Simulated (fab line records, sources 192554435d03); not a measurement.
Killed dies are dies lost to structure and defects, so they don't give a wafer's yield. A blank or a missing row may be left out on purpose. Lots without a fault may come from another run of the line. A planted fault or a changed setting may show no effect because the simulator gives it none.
Split-lot experiment | flow n5_finfet | 7 lots, 21 wafers read, on a route of 1938 steps

THE SPLIT
At N5_BEOL_M13_ETCH_68 (etches SOC in N2/H2, time 355 s), the setting time_s was moved away from the recipe's 355 s on 8 of the 21 wafers read, by -22.0% to +21.7%. The other wafers ran this setting at the recipe's value.

The reading is taken at the split's own step.

THE READING
SiARC_of_BEOL_M13_COAT_66.thk_nm (the simulator's own value, which no gauge read), in nm, at N5_BEOL_M13_ETCH_68 (etches SOC in N2/H2, time 355 s). The file gives no usual value for it. The 13 wafers here that ran the recipe average 77.0 nm, standard deviation 0.6 nm.

wafer  | tool, chamber at the split | time_s as run, s | against the recipe | SiARC_of_BEOL_M13_COAT_66.thk_nm, nm | against lot-mates on the recipe
L074.1 | rie_diel-05, 3             | 355              | recipe             | 77.2                                 | -
L074.2 | rie_diel-05, 2             | 431.9            | +21.7%             | 69.8                                 | -7.5
L074.6 | rie_diel-05, 3             | 355              | recipe             | 77.4                                 | -
L076.1 | rie_diel-05, 2             | 355              | recipe             | 76.6                                 | -
L076.3 | rie_diel-05, 0             | 276.9            | -22.0%             | 84.6                                 | +8.2
L076.6 | rie_diel-05, 1             | 355              | recipe             | 76.2                                 | -
L079.2 | rie_diel-02, 0             | 331.2            | -6.7%              | 79                                   | +1.6
L079.4 | rie_diel-02, 3             | 355              | recipe             | 77.4                                 | -
L079.6 | rie_diel-02, 1             | 331.2            | -6.7%              | 79.4                                 | +2.0
L081.3 | rie_diel-03, 2,0           | 355              | recipe             | 77.2                                 | -
L081.4 | rie_diel-03, 2,0           | 355              | recipe             | 77.2                                 | -
L081.6 | rie_diel-03, 2             | 355              | recipe             | 77.6                                 | -
L095.1 | rie_diel-03, 3,1           | 355              | recipe             | 77.2                                 | -
L095.4 | rie_diel-03, 3,1           | 355              | recipe             | 77.2                                 | -
L095.5 | rie_diel-03, 2             | 355              | recipe             | 76                                   | -
L097.1 | rie_diel-03, 2             | 412              | +16.1%             | 71.4                                 | -6.8
L097.2 | rie_diel-03, 0             | 355              | recipe             | 78.2                                 | -
L097.5 | rie_diel-03, 1             | 412              | +16.1%             | 72.8                                 | -5.4
L094.1 | rie_diel-02, 1             | 309.6            | -12.8%             | 82.2                                 | +6.0
L094.3 | rie_diel-02, 3             | 355              | recipe             | 76.2                                 | -
L094.6 | rie_diel-02, 0             | 309.6            | -12.8%             | 81.6                                 | +5.4
Where a row lists several chambers, the file gives one row for several wafers and doesn't say which wafer went through which chamber.

THE FIT
A straight line over all 21 wafers: SiARC_of_BEOL_M13_COAT_66.thk_nm changes by -0.336 nm for each +1% of time_s; r = -0.98; the points scatter about the line by 0.6 nm.
The same after taking each lot's own level away (the mean of its wafers on the recipe; 21 wafers): -0.376 nm for each +1%; r = -0.99; scatter 0.53 nm.
On that fit, the largest move of time_s shifts the reading by 8.3 nm.
The lots' own levels span 76.20 to 78.20 nm, that is 3.3 times the standard deviation above.
So the lot-to-lot level changes the slope: the two fits differ.
Check: with one of the wafers moved furthest among these (-22.0%) left out of the fit, the line predicts +8.34 nm for it against its lot-mates. It came out at +8.2 nm against them.

OTHER SPLITS ON THESE WAFERS
These wafers also went through other splits before the reading. Each is held against what the fit with the lots' levels taken away leaves over:
other split on the same wafers | wafers away from the commonest value | r with SiARC_of_BEOL_M13_COAT_66.thk_nm (lot level and that fit taken away)
N5_BEOL_M13_EXPOSE_25 dose_mj  | 4                                    | -0.03

THE FILE'S OWN FIT
SiARC_of_BEOL_M13_COAT_66.thk_nm changes by -0.37 nm for each +1% of time_s, r = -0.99.
